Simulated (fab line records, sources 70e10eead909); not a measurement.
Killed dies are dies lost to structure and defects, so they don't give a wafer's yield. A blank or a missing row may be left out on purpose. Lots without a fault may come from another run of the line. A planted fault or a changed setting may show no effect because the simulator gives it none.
fab line records | flow nand_harc
record lots=24 wafers=72 last_day=33
route steps=1302 shown A_STAIRCASE@740
lots that met no fault: from a run of the same line without faults
start_h: hours from the record's first day to the start of the lot's first wafer shown | wait_h: hours since the lot's step before | " the same as in the row above | L1.1+2: a row that stands for several wafers | - no value, or no start given | * or withheld: withheld | < > ~ a bound
route shown NAME@n: a module of which the file shows steps, and the number in the route of the first | usual: mean/standard deviation of fault-free wafers | same: alike in all rows | chamber/n: place in a boat | sites: the reading at each site | _std_site: their standard deviation | _edge_site: outer sites' mean less inner sites' | radius_mm: how far each site lies from the wafer's centre | mask NAME#n: copy n | behind: the tool/chamber that last shaped the wafer | hold: why the lot was held/for how many hours/how that ended | device: the transistor (n, p or np) that didn't switch | end of line: the same wafers' tests at the end of the route | a step without rows: its recipe alone | killed: dies lost to structure and defects at the first sort, not the wafer's yield | map: a wafer's dies, x killed, . not, _ none there
set.NAME: the setting as run; set.NAME@STEP: as run at that earlier step | model.NAME: the simulator's own value behind a step, which no gauge read
steps of the route over a sample of lots; a table a step, a row a wafer
services: from which hour (start_h, from the record's first day; less than 0 if before it) a tool's chamber was out of use, for how many hours, and why
## steps
# step NHARC_A_STAIRCASE_TRIM_226
# recipe time_s=211.2 o2_flow_sccm=500 ar_flow_sccm=0 bias_w=0 chemistry=O2
# usual drypump_motor_current_A=5.7/0.46 oes_product_au=1.001/0.015 rf_vpp_V=57.6/0.81 showerhead_plenum_p_Torr=3.49/0.065 throttle_valve_pct=17.037/0.0089
# columns lot.wafer tool chamber start_h wait_h drypump_motor_current_A oes_product_au rf_hours_counter_h rf_vpp_V showerhead_plenum_p_Torr throttle_valve_pct
L074.2 rie_diel-13 1 - - 5.7 1.015 0 57.3 3.44 17.040
L074.1 " 2 " " 5.9 0.978 0 56.1 3.45 17.032
L074.5 " 3 " " 6.3 0.988 - 57.3 3.49 17.026
L075.1 rie_diel-01 2 - - 5.2 1.008 57 59.4 3.53 17.033
L075.2 " 3 " " 5.6 1.010 52 58.6 3.48 17.039
L075.5 " 2 " " 5.2 0.999 - 57.6 3.53 17.029
L076.3 rie_diel-13 2 - - 5.9 0.990 7 57.2 3.45 17.039
L076.1 " 0 " " 5.4 0.999 6 58.0 3.57 17.027
L076.6 " 2 " " 5.9 0.987 - 58.4 3.45 17.048
L077.2 rie_diel-07 3 - - 5.0 1.010 26 57.4 3.50 17.042
L077.1 " 0 " " 5.6 0.999 35 58.6 3.67 17.036
L077.5 " 3 " " 5.0 1.006 - 60.0 3.50 17.036
L078.5 rie_diel-01 2 - - 5.3 1.009 - 57.3 3.53 17.034
L078.6 " 3 " " 5.6 1.017 - 56.9 3.47 17.046
L078.4 " 0 " " 6.3 1.029 - 57.4 3.41 17.043
L079.4 rie_diel-13 0 - - 5.4 0.994 19 57.0 3.56 17.045
L079.3 " 2 " " 5.9 0.976 21 58.3 3.44 17.026
L079.6 " 3 " " 6.3 0.986 - 58.7 3.48 17.044
L081.4 rie_diel-01 1 - - 4.8 0.980 13 58.3 3.49 17.037
L081.2 " 3 " " 5.6 1.019 15 58.1 3.47 17.028
L081.5 " 1 " " 4.8 0.988 - 57.9 3.49 17.046
L080.2 rie_diel-13 3 - - 6.2 0.987 29 59.4 3.48 17.053
L080.4 " 0 " " 5.3 1.001 28 59.3 3.55 17.036
L080.5 " 3 " " 6.3 0.984 - 57.9 3.48 17.046
L082.4 rie_diel-13 3 - - 6.3 0.976 29 56.3 3.48 17.025
L082.2 " 1 " " 5.7 1.026 28 57.7 3.43 17.027
L082.6 " 3 " " 6.3 0.992 - 58.2 3.48 17.035
L084.2 rie_diel-01 1 - - 4.8 0.987 23 58.0 3.49 17.046
L084.1 " 2 " " 5.2 1.000 18 58.5 3.52 17.057
L084.3 " 3 " " 5.6 1.017 23 56.5 3.46 17.039
L083.2 rie_diel-13 2 - - 5.9 0.980 39 56.7 3.43 17.041
L083.3 " 1 " " 5.7 1.029 36 57.6 3.43 17.028
L083.5 " 3 " " 6.2 0.993 - 58.9 3.47 17.027
L085.3 rie_diel-13 0 - - 5.4 1.006 37 58.5 3.55 17.036
L085.1 " 2 " " 5.9 0.987 40 58.6 3.43 17.020
L085.6 " 0 " " 5.4 1.002 - 58.0 3.55 17.043
L086.4 rie_diel-13 0 - - 5.4 1.004 45 56.5 3.55 17.029
L086.2 " 1 " " 5.7 1.022 46 57.6 3.42 17.028
L086.6 " 0 " " 5.4 1.007 - 58.1 3.55 17.044
L087.2 rie_diel-07 1 - - 6.3 1.005 2 57.6 3.60 17.038
L087.1 " 2 " " 6.2 1.003 2 58.0 3.44 17.034
L087.6 " 1 " " 6.2 1.016 - 58.2 3.60 17.036
L089.4 rie_diel-13 3 - - 6.3 0.983 55 57.5 3.46 17.039
L089.2 " 1 " " 5.7 1.021 52 57.5 3.42 17.039
L089.5 " 3 " " 6.3 0.983 - 57.7 3.46 17.030
L088.3 rie_diel-01 2 - - 5.3 1.009 38 58.3 3.51 17.028
L088.6 " 2 " " 5.3 0.993 - 58.0 3.51 17.041
L088.5 " 3 " " 5.6 1.011 - 58.0 3.45 17.044
L091.2 rie_diel-07 0 - - 5.6 1.011 9 57.7 3.65 17.041
L091.3 " 1 " " 6.3 0.989 12 58.2 3.59 17.040
L091.6 " 0 " " 5.5 1.010 - 58.6 3.65 17.038
L090.2 rie_diel-01 1 - - 4.9 0.988 42 58.9 3.48 17.030
L090.1 " 2 " " 5.3 1.003 38 57.0 3.51 17.034
L090.3 " 3 " " 5.6 1.009 45 58.9 3.45 17.032
L092.3 rie_diel-13 1 - - 5.7 1.013 6 56.8 3.41 17.030
L092.1 " 2 " " 5.9 0.974 6 58.4 3.42 17.032
L092.5 " 1 " " 5.7 1.009 - 58.7 3.41 17.049
L093.3 rie_diel-07 1 - - 6.3 1.002 23 58.7 3.59 17.049
L093.5 " 1 " " 6.3 1.011 - 57.5 3.59 17.031
L093.6 " 2 " " 6.2 1.015 - 58.4 3.42 17.039
L094.1 rie_diel-07 0 - - 5.5 1.007 27 57.3 3.64 17.034
L094.4 " 2 " " 6.2 1.012 28 58.1 3.42 17.036
L094.5 " 3 " " 5.0 0.994 - 56.3 3.48 17.034
L095.1 rie_diel-13 0 - - 5.4 0.992 16 58.1 3.53 17.033
L095.5 " 3 " " 6.3 0.980 - 56.3 3.45 17.024
L095.4 " 1 " " 5.6 1.002 - 57.2 3.41 17.044
L096.6 rie_diel-13 3 - - 6.3 0.976 - 57.1 3.45 17.046
L096.4 " 0 " " 5.4 0.993 - 57.9 3.53 17.040
L096.5 " 2 " " 5.9 0.992 - 57.0 3.41 17.054
L097.4 rie_diel-13 3 - - 6.3 0.991 20 56.5 3.45 17.050
L097.3 " 1 " " 5.7 0.998 16 57.7 3.41 17.049
L097.1 " 2 " " 5.9 0.995 20 56.5 3.41 17.038
# step NHARC_A_STAIRCASE_ETCH_273
# recipe target_depth_a=1.02e+05 time_s=2468.6 ion_energy_ev=800 c4f8_flow_sccm=80 o2_flow_sccm=60 ar_flow_sccm=withheld rf_w=600 bias_w=3000 chemistry=C4F8/O2/Ar
# usual oes_product_au=0.940/0.02 rf_vpp_V=1823/5
# columns lot.wafer tool chamber start_h wait_h oes_product_au rf_hours_counter_h rf_vpp_V
L074.1 rie_diel-13 1 - - 0.949 3 1821
L074.2 " 3 " " 0.921 5 1824
L074.5 " 0 " " 0.920 - 1830
L075.2 rie_diel-01 2 - - 0.945 59 1827
L075.1 " 3 " " 0.950 54 1822
L075.5 " 1 " " 0.940 - 1827
L076.3 rie_diel-13 2 - - 0.928 12 1819
L076.1 " 3 " " 0.942 12 1824
L076.6 " 3 " " 0.947 - 1823
L077.1 rie_diel-07 3 - - 0.943 28 1825
L077.2 " 0 " " 0.937 37 1837
L077.5 " 3 " " 0.948 - 1825
L078.4 rie_diel-07 2 - - 0.926 38 1822
L078.5 " 1 " " 0.943 - 1831
L078.6 " 2 " " 0.919 - 1821
L079.3 rie_diel-13 2 - - 0.926 23 1821
L079.4 " 3 " " 0.919 23 1823
L079.6 " 1 " " 0.956 - 1819
L081.2 rie_diel-01 1 - - 0.911 15 1824
L081.4 " 3 " " 0.938 17 1820
L081.5 " 0 " " 0.946 - 1817
L080.2 rie_diel-13 1 - - 0.955 31 1820
L080.4 " 3 " " 0.933 34 1823
L080.5 " 2 " " 0.927 - 1820
L082.2 rie_diel-07 3 - - 0.943 39 1824
L082.4 " 1 " " 0.971 55 1832
L082.6 " 3 " " 0.945 - 1824
L084.1 rie_diel-13 1 - - 1.022 42 1818
L084.2 " 2 " " 0.986 45 1821
L084.3 " 0 " " 0.990 41 1828
L083.3 rie_diel-01 2 - - 0.939 21 1825
L083.2 " 1 " " 0.913 27 1824
L083.5 " 3 " " 0.933 - 1822
L085.3 rie_diel-01 0 - - 0.945 33 1817
L085.1 " 2 " " 0.932 23 1827
L085.6 " 1 " " 0.921 - 1825
L086.2 rie_diel-01 1 - - 0.918 33 1825
L086.4 " 3 " " 0.938 35 1821
L086.6 " 0 " " 0.961 - 1816
L087.1 rie_diel-13 3 - - 0.916 53 1822
L087.2 " 0 " " 0.936 52 1828
L087.6 " 3 " " 0.927 - 1822
L089.4 rie_diel-13 1 - - 0.945 55 1818
L089.2 " 2 " " 0.931 58 1820
L089.5 " 0 " " 0.928 - 1827
L088.3 rie_diel-13 0 - - 0.915 1 1828
L088.5 " 1 " " 0.939 - 1819
L088.6 " 0 " " 0.911 - 1828
L091.2 rie_diel-13 1 - - 0.935 3 1818
L091.3 " 0 " " 0.911 3 1826
L091.6 " 1 " " 0.943 - 1818
L090.1 rie_diel-13 2 - - 0.916 4 1820
L090.2 " 0 " " 0.923 4 1828
L090.3 " 1 " " 0.931 4 1818
L092.1 rie_diel-01 0 - - 0.984 56 1817
L092.3 " 3 " " 0.955 53 1820
L092.5 " 1 " " 0.925 - 1824
L093.3 rie_diel-01 0 - - 0.983 62 1816
L093.5 " 1 " " 0.919 - 1822
L093.6 " 2 " " 0.944 - 1824
L094.4 rie_diel-07 3 - - 0.940 26 1823
L094.1 " 0 " " 0.944 28 1834
L094.5 " 3 " " 0.949 - 1824
L095.4 rie_diel-01 3 - - 0.952 8 1821
L095.1 " 2 " " 0.917 8 1825
L095.5 " 0 " " 0.952 - 1815
L096.4 rie_diel-01 3 - - 0.961 9 1820
L096.5 " 3 " " 0.952 - 1820
L096.6 " 0 " " 0.938 - 1815
L097.1 rie_diel-01 0 - - 0.951 13 1815
L097.4 " 2 " " 0.935 13 1826
L097.3 " 3 " " 0.968 14 1820
# step NHARC_A_STAIRCASE_DESCUM_312
# recipe time_s=3 o2_flow_sccm=200 ar_flow_sccm=0 bias_power_w=0 chemistry=O2
# usual drypump_motor_current_A=5.6/0.48 oes_product_au=1.005/0.018 rf_vpp_V=57.7/0.92 showerhead_plenum_p_Torr=1.88/0.041 throttle_valve_pct=11.309/0.0095
# same bias_power_w=0
# columns lot.wafer tool chamber start_h wait_h drypump_motor_current_A oes_product_au rf_hours_counter_h rf_vpp_V showerhead_plenum_p_Torr throttle_valve_pct
L074.1 rie_diel-07 1 375.55 - 6.2 1.018 30 58.8 1.97 11.304
L074.2 " 3 " " 5.0 0.999 20 57.7 1.90 11.304
L074.5 " 1 " " 6.2 1.020 - 57.8 1.97 11.296
L075.2 rie_diel-13 0 395.86 - 5.4 0.992 16 58.4 1.93 11.309
L075.1 " 2 " " 5.9 0.985 18 58.1 1.86 11.315
L075.5 " 1 " " 5.6 1.025 - 56.0 1.86 11.312
L076.1 rie_diel-13 2 397.39 - 5.9 0.978 19 56.6 1.86 11.307
L076.3 " 0 " " 5.3 1.001 16 57.3 1.93 11.329
L076.6 " 1 " " 5.6 1.021 - 58.7 1.86 11.315
L077.2 rie_diel-07 1 416.69 - 6.2 1.011 44 58.1 1.96 11.302
L077.1 " 2 " " 6.2 0.998 41 58.5 1.87 11.295
L077.5 " 1 " " 6.3 1.020 - 58.7 1.96 11.319
L078.5 rie_diel-01 0 418.45 - 6.3 1.028 - 58.9 1.84 11.311
L078.6 " 1 " " 4.8 0.980 - 58.4 1.89 11.312
L078.4 " 3 " " 5.6 1.023 - 56.9 1.88 11.295
L079.4 rie_diel-13 0 425.87 - 5.3 1.013 26 58.5 1.93 11.298
L079.3 " 1 " " 5.7 1.041 26 58.7 1.86 11.319
L079.6 " 1 " " 5.7 1.034 - 58.1 1.86 11.293
L081.4 rie_diel-13 3 454.81 - 6.2 1.005 36 58.2 1.88 11.321
L081.2 " 0 " " 5.4 1.015 35 58.6 1.93 11.307
L081.5 " 1 " " 5.7 1.038 - 57.4 1.85 11.319
L080.4 rie_diel-13 1 456.76 - 5.6 1.025 34 57.1 1.85 11.306
L080.2 " 0 " " 5.4 1.005 35 57.3 1.93 11.317
L080.5 " 2 " " 5.9 0.990 - 57.9 1.86 11.322
L082.4 rie_diel-07 2 458.59 - 6.2 0.999 53 58.6 1.86 11.313
L082.2 " 3 " " 5.0 1.004 42 57.2 1.89 11.310
L082.6 " 2 " " 6.2 0.992 - 56.5 1.86 11.311
L084.2 rie_diel-01 1 484.28 - 4.8 0.985 31 58.7 1.89 11.306
L084.3 " 2 " " 5.3 1.010 26 58.2 1.90 11.303
L084.1 " 3 " " 5.6 1.013 33 58.4 1.87 11.308
L083.3 rie_diel-01 3 486.11 - 5.6 1.013 34 57.8 1.87 11.305
L083.2 " 0 " " 6.3 1.028 37 56.0 1.83 11.306
L083.5 " 3 " " 5.6 1.008 - 57.8 1.87 11.320
L085.3 rie_diel-01 2 491.64 - 5.2 1.011 27 58.4 1.90 11.316
L085.1 " 0 " " 6.3 1.021 37 57.5 1.83 11.295
L085.6 " 2 " " 5.2 1.005 - 59.4 1.90 11.316
L086.4 rie_diel-01 1 510.86 - 4.8 0.993 38 58.8 1.88 11.294
L086.2 " 2 " " 5.2 1.009 34 58.3 1.90 11.289
L086.6 " 2 " " 5.3 1.015 - 57.7 1.90 11.299
L087.2 rie_diel-07 1 515.63 - 6.3 0.992 10 57.9 1.95 11.306
L087.1 " 2 " " 6.2 1.003 11 56.3 1.86 11.301
L087.6 " 3 " " 5.0 1.005 - 58.9 1.89 11.305
L089.2 rie_diel-13 1 528.00 - 5.7 1.002 0 59.2 1.85 11.300
L089.4 " 2 " " 5.9 0.985 - 56.9 1.85 11.318
L089.5 " 0 " " 5.4 0.994 - 57.8 1.92 11.302
L088.3 rie_diel-01 1 541.75 - 4.8 0.983 51 57.1 1.88 11.309
L088.6 " 3 " " 5.6 1.010 - 58.6 1.87 11.315
L088.5 " 0 " " 6.3 1.047 - 56.7 1.83 11.311
L091.3 rie_diel-13 1 543.68 - 5.7 1.001 7 58.0 1.85 11.303
L091.2 " 3 " " 6.2 0.973 2 56.8 1.87 11.291
L091.6 " 1 " " 5.7 1.004 - 57.5 1.85 11.298
L090.2 rie_diel-01 3 546.19 - 5.6 1.004 53 57.6 1.87 11.311
L090.3 " 1 " " 4.8 0.972 52 57.7 1.88 11.314
L090.1 " 2 " " 5.3 1.004 48 56.5 1.90 11.325
L092.1 rie_diel-13 1 560.71 - 5.7 0.997 9 56.1 1.84 11.298
L092.3 " 2 " " 5.9 0.974 10 56.9 1.85 11.305
L092.5 " 1 " " 5.7 0.991 - 57.5 1.84 11.322
L093.3 rie_diel-01 3 569.78 - 5.6 1.022 0 55.7 1.86 11.307
L093.5 " 1 " " 4.8 0.993 - 57.0 1.88 11.299
L093.6 " 2 " " 5.3 0.986 - 57.7 1.90 11.323
L094.4 rie_diel-07 1 586.24 - 6.3 1.024 37 56.6 1.94 11.309
L094.1 " 2 " " 6.2 1.001 34 57.0 1.85 11.311
L094.5 " 3 " " 5.0 0.994 - 57.8 1.88 11.311
L095.4 rie_diel-01 3 601.27 - 5.6 1.034 13 56.7 1.86 11.311
L095.1 " 1 " " 4.8 0.998 10 59.2 1.87 11.296
L095.5 " 0 " " 6.3 1.032 - 58.0 1.82 11.322
L096.4 rie_diel-01 2 607.21 - 5.3 1.001 13 57.7 1.89 11.291
L096.5 " 1 " " 4.8 0.999 - 57.0 1.87 11.296
L096.6 " 2 " " 5.2 0.992 - 58.3 1.89 11.301
L097.3 rie_diel-07 3 622.48 - 4.9 0.996 37 57.6 1.88 11.299
L097.4 " 0 " " 5.5 1.009 44 58.1 1.97 11.320
L097.1 " 1 " " 6.3 1.000 52 57.8 1.94 11.315
# step NHARC_A_STAIRCASE_DEP_417
# recipe target_thk_a=600 step_coverage_pct=20 temp_c=400 target_thk_nm=60 flow_sccm=200 rf_w=450 material=Si3N4
# usual heater_power_outer_w=445/40 heater_power_w=755/65
# columns lot.wafer tool chamber start_h wait_h heater_power_outer_w heater_power_w
L074.2 pecvd-03 0 380.95 - 452 747
L074.1 " 1 " " 423 684
L074.5 " 0 " " 459 747
L075.1 pecvd-04 2 400.32 - 446 775
L075.2 " 1 " " 420 681
L075.5 " 0 " " 463 770
L076.1 pecvd-02 2 402.47 - 375 641
L076.3 " 1 " " 473 810
L076.6 " 1 " " 476 835
L077.2 pecvd-04 2 421.04 - 475 791
L077.1 " 0 " " 425 704
L077.5 " 0 " " 422 690
L078.6 pecvd-03 2 422.81 - 516 905
L078.5 " 0 " " 442 737
L078.4 " 1 " " 502 805
L079.4 pecvd-03 0 430.12 - 441 713
L079.3 " 2 " " 465 838
L079.6 " 0 " " 434 725
L081.2 pecvd-03 1 459.09 - 496 807
L081.5 " 0 " " 505 835
L081.4 " 2 " " 510 880
L080.2 pecvd-02 1 461.02 - 457 793
L080.4 " 2 " " 358 626
L080.5 " 0 " " 436 695
L082.2 pecvd-02 1 462.72 - 398 726
L082.4 " 2 " " 411 707
L082.6 " 1 " " 406 724
L084.3 pecvd-04 2 488.43 - 482 836
L084.1 " 0 " " 447 771
L084.2 " 1 " " 433 705
L083.3 pecvd-02 2 490.25 - 443 753
L083.2 " 0 " " 397 622
L083.5 " 1 " " 405 716
L085.1 pecvd-02 1 495.85 - 406 733
L085.3 " 2 " " 364 649
L085.6 " 2 " " 366 667
L086.2 pecvd-04 1 515.03 - 514 847
L086.4 " 1 " " 503 847
L086.6 " 2 " " 465 829
L087.2 pecvd-03 2 519.87 - 461 797
L087.1 " 0 " " 477 806
L087.6 " 0 " " 476 804
L089.2 pecvd-03 2 534.38 - 481 843
L089.4 " 2 " " 478 850
L089.5 " 0 " " 465 769
L088.3 pecvd-02 0 545.93 - 453 723
L088.6 " 0 " " 456 732
L088.5 " 1 " " 390 686
L091.2 pecvd-02 1 549.52 - 457 769
L091.3 " 2 " " 419 722
L091.6 " 0 " " 398 642
L090.3 pecvd-04 1 552.70 - 521 844
L090.2 " 2 " " 454 776
L090.1 " 0 " " 479 809
L092.1 pecvd-03 0 564.95 - 411 702
L092.3 " 1 " " 503 829
L092.5 " 1 " " 512 835
L093.3 pecvd-02 1 573.93 - 397 696
L093.6 " 2 " " 447 784
L093.5 " 0 " " 415 654
L094.1 pecvd-03 2 590.51 - 464 804
L094.4 " 0 " " 455 749
L094.5 " 2 " " 451 814
L095.1 pecvd-02 1 605.44 - 465 838
L095.4 " 0 " " 406 639
L095.5 " 2 " " 410 712
L096.5 pecvd-04 0 611.66 - 483 813
L096.6 " 1 " " 404 707
L096.4 " 2 " " 410 692
L097.3 pecvd-02 0 626.65 - 512 797
L097.1 " 1 " " 486 845
L097.4 " 1 " " 483 844
# step NHARC_A_STAIRCASE_ALD_420
# recipe target_thk_a=200 pulse_time_s=6 ald_cycles=200 temp_c=300 material=SiO2
# usual heater_power_outer_w=255/30 heater_power_w=456/56 precursor_pulse_height_rel=1.000/0.019
# columns lot.wafer tool chamber start_h wait_h heater_power_outer_w heater_power_w precursor_pulse_height_rel
L074.2 ald_hk-03 2 382.40 - 214 376 1.012
L074.1 " 0 " " 272 508 1.002
L074.5 " 2 " " 212 379 0.978
L075.2 ald_hk-01 2 403.20 - 226 406 0.996
L075.1 " 0 " " 306 493 0.974
L075.5 " 2 " " 222 411 0.992
L076.1 ald_hk-04 2 405.50 - 240 416 1.006
L076.3 " 3 " " 222 391 0.971
L076.6 " 1 " " 272 512 0.984
L077.2 ald_hk-04 0 428.36 - 250 394 1.014
L077.1 " 2 " " 250 429 1.032
L077.5 " 3 " " 220 381 0.999
L078.4 ald_hk-01 1 428.69 - 248 459 1.017
L078.6 " 2 " " 223 407 1.001
L078.5 " 3 " " 293 532 0.999
L079.4 ald_hk-01 0 432.83 - 300 492 1.005
L079.3 " 3 " " 297 531 0.990
L079.6 " 0 " " 306 487 1.026
L081.4 ald_hk-04 3 462.19 - 224 386 0.992
L081.2 " 2 " " 239 401 0.999
L081.5 " 0 " " 255 400 0.983
L080.2 ald_hk-03 2 463.73 - 211 364 1.030
L080.4 " 1 " " 280 524 0.989
L080.5 " 3 " " 234 489 0.994
L082.4 ald_hk-03 0 465.54 - 282 515 1.014
L082.2 " 2 " " 206 374 0.971
L082.6 " 1 " " 275 530 0.998
L084.3 ald_hk-04 3 491.16 - 222 396 0.997
L084.1 " 0 " " 249 400 1.028
L084.2 " 1 " " 280 538 0.960
L083.2 ald_hk-03 2 492.96 - 207 374 1.005
L083.3 " 1 " " 275 515 1.031
L083.5 " 2 " " 209 365 0.985
L085.3 ald_hk-01 0 498.63 - 317 512 1.004
L085.1 " 1 " " 250 459 0.967
L085.6 " 1 " " 245 446 1.011
L086.2 ald_hk-03 2 518.02 - 205 361 1.021
L086.4 " 3 " " 229 474 0.947
L086.6 " 0 " " 282 516 0.967
L087.2 ald_hk-01 3 522.70 - 276 489 1.009
L087.1 " 1 " " 250 451 0.998
L087.6 " 3 " " 282 492 0.983
L089.4 ald_hk-03 3 537.09 - 235 471 1.022
L089.2 " 2 " " 211 377 0.999
L089.5 " 3 " " 231 455 0.987
L088.3 ald_hk-03 2 549.11 - 208 372 0.979
L088.5 " 3 " " 238 451 1.016
L088.6 " 0 " " 285 520 1.029
L091.2 ald_hk-01 1 552.56 - 246 460 1.006
L091.3 " 2 " " 225 411 0.994
L091.6 " 0 " " 314 496 1.003
L090.3 ald_hk-04 1 555.43 - 271 533 1.016
L090.1 " 2 " " 238 409 0.984
L090.2 " 3 " " 223 393 0.982
L092.1 ald_hk-04 1 567.95 - 278 535 0.993
L092.3 " 2 " " 233 401 1.006
L092.5 " 0 " " 247 394 1.040
L093.3 ald_hk-01 0 576.95 - 316 508 1.009
L093.6 " 2 " " 230 405 0.995
L093.5 " 3 " " 276 485 1.025
L094.4 ald_hk-03 3 593.10 - 234 464 1.020
L094.1 " 1 " " 266 492 0.991
L094.5 " 0 " " 271 483 0.986
L095.1 ald_hk-04 0 608.10 - 248 410 1.003
L095.4 " 3 " " 224 388 0.995
L095.5 " 0 " " 252 397 1.007
L096.4 ald_hk-01 3 614.23 - 286 492 0.997
L096.6 " 3 " " 282 504 1.013
L096.5 " 0 " " 311 507 0.991
L097.1 ald_hk-04 1 629.32 - 272 504 1.031
L097.3 " 2 " " 254 418 1.002
L097.4 " 3 " " 208 362 1.015
# step NHARC_A_STAIRCASE_DESCUM_443
# recipe time_s=3 o2_flow_sccm=200 ar_flow_sccm=0 bias_power_w=0 chemistry=O2
# usual drypump_motor_current_A=5.7/0.48 oes_product_au=1.002/0.016 rf_vpp_V=57.7/0.82 showerhead_plenum_p_Torr=1.90/0.048 throttle_valve_pct=11.311/0.0091
# same bias_power_w=0
# columns lot.wafer tool chamber start_h wait_h drypump_motor_current_A oes_product_au rf_hours_counter_h rf_vpp_V showerhead_plenum_p_Torr throttle_valve_pct
L074.1 rie_diel-07 0 419.36 - 5.6 1.015 41 58.1 1.99 11.323
L074.2 " 3 " " 4.9 1.016 32 58.1 1.90 11.314
L074.5 " 1 " " 6.2 1.024 - 57.3 1.96 11.318
L075.1 rie_diel-13 2 437.16 - 5.9 0.995 32 56.4 1.86 11.300
L075.2 " 3 " " 6.2 0.994 29 58.9 1.88 11.322
L075.5 " 3 " " 6.2 0.996 - 58.0 1.88 11.307
L076.1 rie_diel-07 1 437.33 - 6.2 1.019 50 57.3 1.96 11.303
L076.3 " 2 " " 6.2 1.013 48 56.1 1.86 11.312
L076.6 " 3 " " 5.0 1.013 - 58.1 1.89 11.332
L078.4 rie_diel-01 2 468.15 - 5.2 1.012 19 58.8 1.91 11.312
L078.6 " 2 " " 5.3 1.017 - 57.8 1.91 11.300
L078.5 " 3 " " 5.6 1.009 - 57.6 1.87 11.319
L077.1 rie_diel-13 2 468.37 - 5.9 0.970 41 57.6 1.86 11.299
L077.2 " 1 " " 5.7 1.008 38 57.4 1.85 11.307
L077.5 " 3 " " 6.2 0.992 - 56.2 1.88 11.311
L079.3 rie_diel-07 3 468.47 - 4.9 1.005 44 57.1 1.89 11.327
L079.4 " 2 " " 6.2 0.991 55 57.1 1.86 11.310
L079.6 " 0 " " 5.5 0.990 - 58.0 1.99 11.301
L081.4 rie_diel-07 0 498.81 - 5.5 1.016 3 58.4 1.99 11.312
L081.2 " 3 " " 5.0 1.010 3 57.3 1.89 11.312
L081.5 " 0 " " 5.5 1.008 - 59.3 1.99 11.322
L080.4 rie_diel-13 0 498.86 - 5.3 0.995 47 58.1 1.92 11.312
L080.2 " 1 " " 5.6 1.012 49 57.6 1.85 11.307
L080.5 " 3 " " 6.2 0.977 - 57.5 1.88 11.314
L082.4 rie_diel-01 0 499.10 - 6.3 1.029 40 57.9 1.83 11.314
L082.2 " 1 " " 4.8 0.982 34 58.8 1.89 11.313
L082.6 " 3 " " 5.6 1.017 - 58.0 1.87 11.318
L083.2 rie_diel-07 2 526.88 - 6.2 1.008 14 58.7 1.86 11.322
L083.3 " 3 " " 5.0 0.984 10 57.7 1.89 11.311
L083.5 " 2 " " 6.2 0.998 - 56.4 1.86 11.315
L084.3 rie_diel-01 3 527.04 - 5.6 1.013 47 58.1 1.87 11.325
L084.1 " 1 " " 4.8 0.984 43 56.3 1.88 11.307
L084.2 " 2 " " 5.2 1.005 39 57.4 1.90 11.301
L085.1 rie_diel-07 2 531.29 - 6.2 1.013 16 58.8 1.85 11.302
L085.3 " 3 " " 5.0 1.004 15 58.1 1.89 11.313
L085.6 " 1 " " 6.3 0.995 - 58.6 1.95 11.316
L086.2 rie_diel-01 2 549.83 - 5.2 1.003 49 59.5 1.90 11.289
L086.4 " 1 " " 4.8 0.978 54 57.9 1.88 11.305
L086.6 " 2 " " 5.2 1.003 - 58.8 1.90 11.319
L087.1 rie_diel-07 3 561.29 - 5.0 0.995 22 58.4 1.88 11.316
L087.2 " 1 " " 6.3 1.013 25 58.4 1.95 11.321
L087.6 " 3 " " 5.0 0.999 - 57.5 1.88 11.312
L089.2 rie_diel-07 1 577.32 - 6.3 1.005 32 58.9 1.94 11.313
L089.4 " 3 " " 5.0 1.001 27 57.6 1.88 11.322
L089.5 " 0 " " 5.5 1.013 - 59.8 1.98 11.302
L088.3 rie_diel-01 3 577.49 - 5.6 1.033 2 58.0 1.86 11.296
L088.6 " 1 " " 4.8 1.000 - 57.3 1.88 11.312
L088.5 " 2 " " 5.3 0.999 - 59.1 1.90 11.323
L090.2 rie_diel-07 0 587.59 - 5.5 1.015 34 57.6 1.98 11.314
L090.3 " 1 " " 6.2 1.001 37 59.0 1.94 11.314
L090.1 " 2 " " 6.2 0.997 35 56.6 1.85 11.303
L091.3 rie_diel-13 0 587.75 - 5.4 0.988 21 57.6 1.91 11.308
L091.2 " 2 " " 5.9 0.981 16 56.4 1.85 11.318
L091.6 " 3 " " 6.3 0.956 - 57.9 1.87 11.305
L092.1 rie_diel-13 3 598.72 - 6.3 0.981 22 58.1 1.87 11.304
L092.3 " 0 " " 5.4 0.986 27 59.3 1.91 11.318
L092.5 " 1 " " 5.7 0.996 - 57.8 1.84 11.311
L093.3 rie_diel-07 1 609.00 - 6.3 1.005 46 57.8 1.94 11.329
L093.6 " 1 " " 6.2 1.004 - 58.1 1.94 11.307
L093.5 " 2 " " 6.2 1.000 - 56.7 1.85 11.301
L094.4 rie_diel-13 1 625.66 - 5.7 1.002 26 58.3 1.84 11.307
L094.1 " 3 " " 6.3 0.989 29 57.0 1.86 11.313
L094.5 " 0 " " 5.4 1.001 - 58.3 1.91 11.312
L095.1 rie_diel-01 2 642.05 - 5.2 0.994 23 57.9 1.89 11.316
L095.4 " 3 " " 5.6 1.029 24 57.2 1.86 11.297
L095.5 " 3 " " 5.6 1.051 - 58.0 1.86 11.318
L096.5 rie_diel-13 1 648.63 - 5.7 1.003 - 57.5 1.84 11.319
L096.4 " 2 " " 5.9 0.977 - 58.4 1.84 11.310
L096.6 " 0 " " 5.4 0.994 - 58.0 1.91 11.298
L097.3 rie_diel-07 3 667.39 - 5.0 1.006 2 58.4 1.88 11.318
L097.4 " 1 " " 6.3 1.005 2 56.9 1.94 11.312
L097.1 " 2 " " 6.2 0.992 2 56.6 1.84 11.326
## services
# columns tool chamber start_h hours kind
rie_diel-07 3 334.27 14.8 repair
rie_diel-01 3 336.93 3.0 repair
rie_diel-13 - 342.00 9.0 pm
pecvd-03 - 366.00 13.0 pm
rie_diel-07 - 377.09 0.3 repair
rie_diel-01 - 383.59 9.0 pm
rie_diel-13 3 393.56 9.1 repair
rie_diel-01 2 404.83 14.1 repair
pecvd-02 - 408.01 13.0 pm
pecvd-03 1 428.01 2.1 repair
rie_diel-01 - 434.14 0.6 repair
ald_hk-04 - 437.59 10.0 pm
pecvd-02 0 461.64 21.0 repair
rie_diel-07 - 471.41 9.0 pm
ald_hk-01 - 474.21 10.0 pm
pecvd-02 - 488.13 0.5 repair
pecvd-02 0 491.80 23.2 repair
rie_diel-13 - 519.00 9.0 pm
rie_diel-01 - 539.76 0.4 repair
rie_diel-01 - 560.59 9.0 pm
pecvd-02 - 589.01 13.0 pm
rie_diel-07 3 594.49 7.4 repair
rie_diel-07 - 648.41 9.0 pm
rie_diel-13 3 648.51 3.9 repair
## key
fault none
